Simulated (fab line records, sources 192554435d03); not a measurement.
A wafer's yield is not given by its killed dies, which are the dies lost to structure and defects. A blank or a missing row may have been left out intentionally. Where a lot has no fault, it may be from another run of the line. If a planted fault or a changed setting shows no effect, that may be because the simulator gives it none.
What tool caused it?	flow n5Finfet	60 wafers from 20 lots sampled at 6 of the route's 1938 steps

WHAT EACH GAUGE READ, for each wafer
No reading from a measuring or inspecting step in the record can be judged against a usual standard deviation.

EACH LOT AND THE TOOL THAT RAN IT (in order: tool; ch and the chambers of the sampled wafers; start)
lot	N5_BEOL_M3_ETCH_69	N5_BEOL_M3_ETCHBACK_99	N5_BEOL_M3_VIA_ETCH_34	N5_BEOL_M3_SPUTTER_79	N5_BEOL_M3_ANNEAL_80	N5_BEOL_M3_PRE_CLEAN_60
L074	rieDiel-04 ch 0,2,3, day 6 23:52	rieDiel-03 ch 0,2,3, day 7 00:32	rieDiel-03 ch 0,2,3, day 7 00:40	pvdSputter-01, day 7 02:15	pvdSputter-01, day 7 02:20	cvdCo-01 ch 0,1,2, day 7 04:47
L075	rieDiel-04 ch 0,2,3, day 7 10:03	rieDiel-05 ch 0,1,3, day 7 13:29	rieDiel-05 ch 0,1,3, day 7 13:38	pvdSputter-01, day 7 14:58	pvdSputter-01, day 7 15:02	cvdCo-02 ch 0,1,2, day 7 17:20
L076	rieDiel-05 ch 0,1,3, day 7 13:54	rieDiel-03 ch 0,2,3, day 7 16:37	rieDiel-03 ch 0,2,3, day 7 16:45	pvdSputter-03, day 7 18:44	pvdSputter-03, day 7 18:49	cvdCo-02 ch 1,2, day 7 21:17
L077	rieDiel-04 ch 0,3, day 7 14:56	rieDiel-04 ch 0,1, day 7 18:17	rieDiel-04 ch 0,1, day 7 19:25	pvdSputter-03, day 7 20:39	pvdSputter-03, day 7 20:44	cvdCo-02 ch 0,2, day 7 23:01
L079	rieDiel-04 ch 0,1,2, day 8 09:50	rieDiel-05 ch 0,2, day 8 10:03	rieDiel-05 ch 0,2, day 8 10:11	pvdSputter-02, day 8 11:43	pvdSputter-02, day 8 11:47	cvdCo-02 ch 0,2, day 8 14:04
L080	rieDiel-04 ch 0,1,2, day 8 13:04	rieDiel-03 ch 1,2, day 8 19:17	rieDiel-03 ch 1,2, day 8 19:25	pvdSputter-02, day 8 21:37	pvdSputter-02, day 8 21:42	cvdCo-02 ch 0,1,2, day 8 23:59
L081	rieDiel-04 ch 0,1,3, day 8 14:42	rieDiel-05 ch 1,2, day 8 20:26	rieDiel-05 ch 1,2, day 8 20:34	pvdSputter-01, day 8 22:00	pvdSputter-01, day 8 22:05	cvdCo-01 ch 1,2, day 9 00:22
L083	rieDiel-05 ch 0,1,2, day 9 09:03	rieDiel-03 ch 1,3, day 9 13:20	rieDiel-03 ch 1,3, day 9 13:28	pvdSputter-01, day 9 15:18	pvdSputter-01, day 9 15:23	cvdCo-01 ch 0,2, day 9 17:40
L084	rieDiel-03 ch 1,3, day 9 14:06	rieDiel-04 ch 0,1,3, day 9 14:32	rieDiel-04 ch 0,1,3, day 9 14:40	pvdSputter-01, day 9 17:13	pvdSputter-01, day 9 17:18	cvdCo-01 ch 0,1,2, day 9 19:35
L085	rieDiel-05 ch 1,2, day 9 20:22	rieDiel-04 ch 0,3, day 9 21:45	rieDiel-04 ch 0,3, day 9 21:53	pvdSputter-03, day 9 23:38	pvdSputter-03, day 9 23:43	cvdCo-02 ch 0,1, day 10 02:06
L086	rieDiel-05 ch 0,2, day 10 03:28	rieDiel-03 ch 0,1,2, day 10 05:17	rieDiel-03 ch 0,1,2, day 10 05:25	pvdSputter-01, day 10 07:10	pvdSputter-01, day 10 07:15	cvdCo-02 ch 0,1, day 10 09:32
L087	rieDiel-03 ch 1,2, day 10 10:56	rieDiel-03 ch 0,1,2, day 10 17:08	rieDiel-03 ch 0,1,2, day 10 17:17	pvdSputter-01, day 10 20:59	pvdSputter-01, day 10 21:04	cvdCo-02 ch 1,2, day 10 23:31
L088	rieDiel-03 ch 0,1,3, day 10 12:14	rieDiel-04 ch 0,1,3, day 10 20:02	rieDiel-04 ch 0,1,3, day 10 20:10	pvdSputter-03, day 10 22:10	pvdSputter-03, day 10 22:14	cvdCo-01 ch 1,2, day 11 00:41
L090	rieDiel-04 ch 0,2,3, day 11 05:12	rieDiel-05 ch 1,3, day 11 07:23	rieDiel-05 ch 1,3, day 11 07:32	pvdSputter-03, day 11 09:11	pvdSputter-03, day 11 09:16	cvdCo-02 ch 0,1,2, day 11 11:33
L091	rieDiel-03 ch 0,2, day 11 13:37	rieDiel-05 ch 1,3, day 11 14:01	rieDiel-05 ch 1,3, day 11 14:09	pvdSputter-03, day 11 16:13	pvdSputter-03, day 11 16:18	cvdCo-02 ch 0,1,2, day 11 18:35
L092	rieDiel-03 ch 0,2,3, day 11 13:53	rieDiel-05 ch 0,1,3, day 11 20:07	rieDiel-05 ch 0,1,3, day 11 20:15	pvdSputter-01, day 11 21:43	pvdSputter-01, day 11 21:47	cvdCo-01 ch 0,1,2, day 12 00:05
L094	rieDiel-04 ch 1,3, day 11 20:14	rieDiel-05 ch 0,2, day 12 01:20	rieDiel-05 ch 0,2, day 12 01:28	pvdSputter-03, day 12 04:40	pvdSputter-03, day 12 04:44	cvdCo-01 ch 0,1,2, day 12 07:44
L095	rieDiel-04 ch 0,1,2, day 12 07:28	rieDiel-05 ch 2,3, day 12 08:23	rieDiel-05 ch 2,3, day 12 08:32	pvdSputter-02, day 12 10:17	pvdSputter-02, day 12 10:22	cvdCo-02 ch 0,2, day 12 12:40
L096	rieDiel-05 ch 0,1,3, day 12 11:15	rieDiel-04 ch 0,1,3, day 12 11:38	rieDiel-04 ch 0,1,3, day 12 11:46	pvdSputter-03, day 12 13:32	pvdSputter-03, day 12 13:37	cvdCo-01 ch 0,1,2, day 12 15:53
L097	rieDiel-04 ch 0,2, day 12 22:05	rieDiel-04 ch 0,3, day 13 13:25	rieDiel-04 ch 0,3, day 13 13:33	pvdSputter-02, day 13 14:57	pvdSputter-02, day 13 15:02	cvdCo-01 ch 0,1,2, day 13 17:20
- N5_BEOL_M3_ETCH_69: etches SiARC in CF4, target depth 15.6 nm, time 26 s.
- N5_BEOL_M3_ETCHBACK_99: etches SiO2 in CHF3, target depth 5 nm, time 10.4 s.
- N5_BEOL_M3_VIA_ETCH_34: etches the open film in C4F6/O2, target depth 69.4 nm, time 65.9 s.
- N5_BEOL_M3_SPUTTER_79: material Cu, target thk 4.5 nm, time 8.29 s.
- N5_BEOL_M3_ANNEAL_80: time 240 s.
- N5_BEOL_M3_PRE_CLEAN_60: time 15 s.

AS READ BY THE TOOLS THEMSELVES (means over the sampled wafers that have a number; for cases with no such wafer, the mark the record gives instead)
N5_BEOL_M3_ETCH_69.
lot	tool	biasW (W)	chamberPressureMTorr (mTorr)	drypumpMotorCurrentA (A)	etchRfOnTimeS (s)	mfcArSccm (sccm)	oesProductAu (a.u.)	rfVppV (V)	showerheadPlenumPTorr (Torr)	throttleValvePct (%)
L074	rieDiel-04	35.95	39.99	5.8	25.3	99.92	0.64	182.5	2.08	15.67
L075	rieDiel-04	36.02	40.00	5.8	25.7	99.99	0.63	182.6	2.08	15.68
L076	rieDiel-05	36.04	40.00	5.4	26.3	100.02	0.65	183.4	2.10	15.33
L077	rieDiel-04	35.88	39.98	5.4	25.8	100.04	0.63	183.5	2.05	15.56
L079	rieDiel-04	35.86	40.00	5.5	25.8	99.96	0.61	183.6	2.07	15.69
L080	rieDiel-04	35.94	40.01	5.5	25.7	100.18	0.61	183.0	2.07	15.69
L081	rieDiel-04	36.01	39.99	5.4	25.8	100.07	0.63	182.6	2.05	15.60
L083	rieDiel-05	35.94	39.98	5.7	26.6	99.82	0.63	184.1	2.13	15.38
L084	rieDiel-03	35.93	39.96	5.1	25.4	99.90	0.76	185.2	2.20	15.66
L085	rieDiel-05	35.86	39.98	5.8	27.3	100.13	0.57	183.1	2.08	15.56
L086	rieDiel-05	36.13	40.02	5.6	26.0	99.97	0.68	185.0	2.18	15.24
L087	rieDiel-03	35.96	39.99	5.5	25.6	99.61	0.70	185.2	2.23	15.68
L088	rieDiel-03	36.07	40.00	5.3	25.2	99.80	0.79	183.8	2.15	15.54
L090	rieDiel-04	35.98	40.02	5.8	25.5	99.67	0.61	182.9	2.07	15.74
L091	rieDiel-03	36.04	40.01	6.0	25.7	100.00	0.75	183.9	2.13	15.45
L092	rieDiel-03	35.94	40.02	5.9	25.2	100.06	0.74	183.0	2.13	15.47
L094	rieDiel-04	35.98	39.98	5.7	26.0	99.70	0.63	182.7	2.06	15.69
L095	rieDiel-04	36.05	40.00	5.5	25.8	99.77	0.59	182.6	2.06	15.74
L096	rieDiel-05	35.93	40.00	5.4	25.7	99.89	0.77	185.2	2.17	15.06
L097	rieDiel-04	36.04	40.02	5.9	25.3	99.89	0.59	183.5	2.08	15.85

N5_BEOL_M3_ETCHBACK_99.
lot	tool	biasW (W)	chamberPressureMTorr (mTorr)	drypumpMotorCurrentA (A)	mfcArSccm (sccm)	oesProductAu (a.u.)	rfVppV (V)	showerheadPlenumPTorr (Torr)	throttleValvePct (%)
L074	rieDiel-03	46.99	29.996	5.9	199.5	0.72	237	2.15	17.18
L075	rieDiel-05	46.86	30.022	5.4	200.3	0.76	238	2.11	16.80
L076	rieDiel-03	47.09	30.007	5.9	200.5	0.72	238	2.15	17.20
L077	rieDiel-04	46.84	30.028	5.0	199.8	0.72	237	2.05	17.04
L079	rieDiel-05	47.00	29.981	5.6	200.0	0.82	241	2.20	16.64
L080	rieDiel-03	47.00	29.994	5.5	199.9	0.83	242	2.25	17.10
L081	rieDiel-05	46.97	29.989	5.8	199.6	0.67	239	2.10	17.02
L083	rieDiel-03	46.91	29.993	5.1	200.1	0.89	240	2.21	17.10
L084	rieDiel-04	47.21	30.018	5.4	200.7	0.72	236	2.05	17.03
L085	rieDiel-04	47.00	30.000	5.4	199.4	0.72	241	2.04	16.97
L086	rieDiel-03	47.00	29.991	5.7	199.6	0.86	240	2.20	17.00
L087	rieDiel-03	46.96	30.015	5.7	199.4	0.85	240	2.20	17.01
L088	rieDiel-04	47.01	29.998	5.4	200.3	0.72	236	2.05	17.05
L090	rieDiel-05	47.03	30.000	5.3	201.3	0.95	237	2.17	16.48
L091	rieDiel-05	47.00	30.000	5.3	199.8	0.94	236	2.17	16.47
L092	rieDiel-05	47.10	30.018	5.4	199.6	0.91	238	2.19	16.55
L094	rieDiel-05	47.01	29.984	5.6	200.5	0.89	240	2.19	16.54
L095	rieDiel-05	47.00	30.005	5.2	199.9	0.95	236	2.13	16.43
L096	rieDiel-04	47.03	30.014	5.4	199.2	0.71	236	2.04	17.06
L097	rieDiel-04	46.81	29.986	5.4	200.6	0.70	241	2.03	17.04

N5_BEOL_M3_VIA_ETCH_34.
lot	tool	biasW (W)	chamberPressureMTorr (mTorr)	drypumpMotorCurrentA (A)	mfcArSccm (sccm)	oesProductAu (a.u.)	rfVppV (V)	showerheadPlenumPTorr (Torr)	throttleValvePct (%)
L074	rieDiel-03	170.0	14.996	5.9	299.5	0.72	657	2.84	30.8
L075	rieDiel-05	170.2	15.004	5.4	300.3	0.76	657	2.79	30.4
L076	rieDiel-03	169.8	15.002	5.9	300.0	0.72	657	2.84	30.8
L077	rieDiel-04	170.5	14.994	5.0	300.1	0.72	654	2.72	30.7
L079	rieDiel-05	170.0	14.992	5.6	300.0	0.82	664	2.90	30.2
L080	rieDiel-03	169.7	15.006	5.5	299.0	0.83	669	2.96	30.7
L081	rieDiel-05	170.3	14.994	5.8	299.5	0.67	663	2.77	30.6
L083	rieDiel-03	169.8	15.002	5.1	300.3	0.89	664	2.92	30.9
L084	rieDiel-04	170.8	14.996	5.4	300.0	0.73	655	2.71	30.6
L085	rieDiel-04	169.8	15.005	5.4	300.1	0.72	665	2.70	30.5
L086	rieDiel-03	170.4	14.996	5.7	299.4	0.85	662	2.90	30.7
L087	rieDiel-03	170.1	14.980	5.7	299.9	0.85	662	2.89	30.7
L088	rieDiel-04	170.1	15.004	5.4	300.1	0.72	653	2.71	30.6
L090	rieDiel-05	170.0	15.024	5.3	300.3	0.95	654	2.86	30.1
L091	rieDiel-05	169.9	14.996	5.3	300.9	0.94	653	2.86	30.1
L092	rieDiel-05	170.1	15.001	5.4	299.4	0.91	660	2.89	30.2
L094	rieDiel-05	169.7	15.001	5.6	300.1	0.90	664	2.88	30.2
L095	rieDiel-05	169.4	14.995	5.2	299.7	0.95	652	2.82	30.0
L096	rieDiel-04	169.8	15.010	5.4	300.4	0.71	655	2.70	30.6
L097	rieDiel-04	169.9	15.004	5.4	299.4	0.70	664	2.69	30.5

N5_BEOL_M3_SPUTTER_79.
lot	tool	throttleValvePct (%)
L074	pvdSputter-01	29.2
L075	pvdSputter-01	28.2
L076	pvdSputter-03	30.7
L077	pvdSputter-03	31.6
L079	pvdSputter-02	30.0
L080	pvdSputter-02	29.6
L081	pvdSputter-01	29.4
L083	pvdSputter-01	28.6
L084	pvdSputter-01	28.3
L085	pvdSputter-03	30.6
L086	pvdSputter-01	28.8
L087	pvdSputter-01	29.5
L088	pvdSputter-03	31.6
L090	pvdSputter-03	30.7
L091	pvdSputter-03	29.2
L092	pvdSputter-01	27.8
L094	pvdSputter-03	30.7
L095	pvdSputter-02	29.3
L096	pvdSputter-03	29.9
L097	pvdSputter-02	29.3

N5_BEOL_M3_ANNEAL_80.
lot	tool	heaterPowerW (W)	susceptor_temp_C_max
L074	pvdSputter-01	832	401.1
L075	pvdSputter-01	801	400.9
L076	pvdSputter-03	802	400.9
L077	pvdSputter-03	828	401.2
L079	pvdSputter-02	816	400.9
L080	pvdSputter-02	839	401.1
L081	pvdSputter-01	892	401.2
L083	pvdSputter-01	875	400.6
L084	pvdSputter-01	816	401.0
L085	pvdSputter-03	819	401.0
L086	pvdSputter-01	879	400.7
L087	pvdSputter-01	880	401.1
L088	pvdSputter-03	836	401.4
L090	pvdSputter-03	818	401.4
L091	pvdSputter-03	755	400.6
L092	pvdSputter-01	882	401.0
L094	pvdSputter-03	806	401.1
L095	pvdSputter-02	824	400.9
L096	pvdSputter-03	735	400.8
L097	pvdSputter-02	846	400.7

N5_BEOL_M3_PRE_CLEAN_60.
lot	tool	heaterPowerW (W)
L074	cvdCo-01	95
L075	cvdCo-02	75
L076	cvdCo-02	62
L077	cvdCo-02	85
L079	cvdCo-02	87
L080	cvdCo-02	74
L081	cvdCo-01	96
L083	cvdCo-01	84
L084	cvdCo-01	97
L085	cvdCo-02	64
L086	cvdCo-02	78
L087	cvdCo-02	73
L088	cvdCo-01	105
L090	cvdCo-02	74
L091	cvdCo-02	75
L092	cvdCo-01	95
L094	cvdCo-01	97
L095	cvdCo-02	88
L096	cvdCo-01	95
L097	cvdCo-01	97

THE ANSWER, worked out from the rows above alone
Rule: the lots themselves supply what counts as usual. Put in order of their means at a reading, lots are off if they are a third of the lots or fewer, leave a main group of 4 or more, and stand apart from it by a gap of 3 or more times the standard deviation of the main group's means; of several such gaps the widest counts. A main group whose means are all the same, to the digits that the tables above print for the reading, isn't used. A lot without any number at a reading at which 4 lots or more have one is off too. The other lots that the step has rows for count as sound. First the gauges in route order, then the tools' own readings, where a lot's mean is used as printed above. At the first step where some lot is off, the reading lying furthest off is the one used; lots without a number count as furthest.
No lot is off on any of the readings shown, so nothing can be concluded from this.

WHAT HAD BEEN PUT IN BY THE SIMULATOR
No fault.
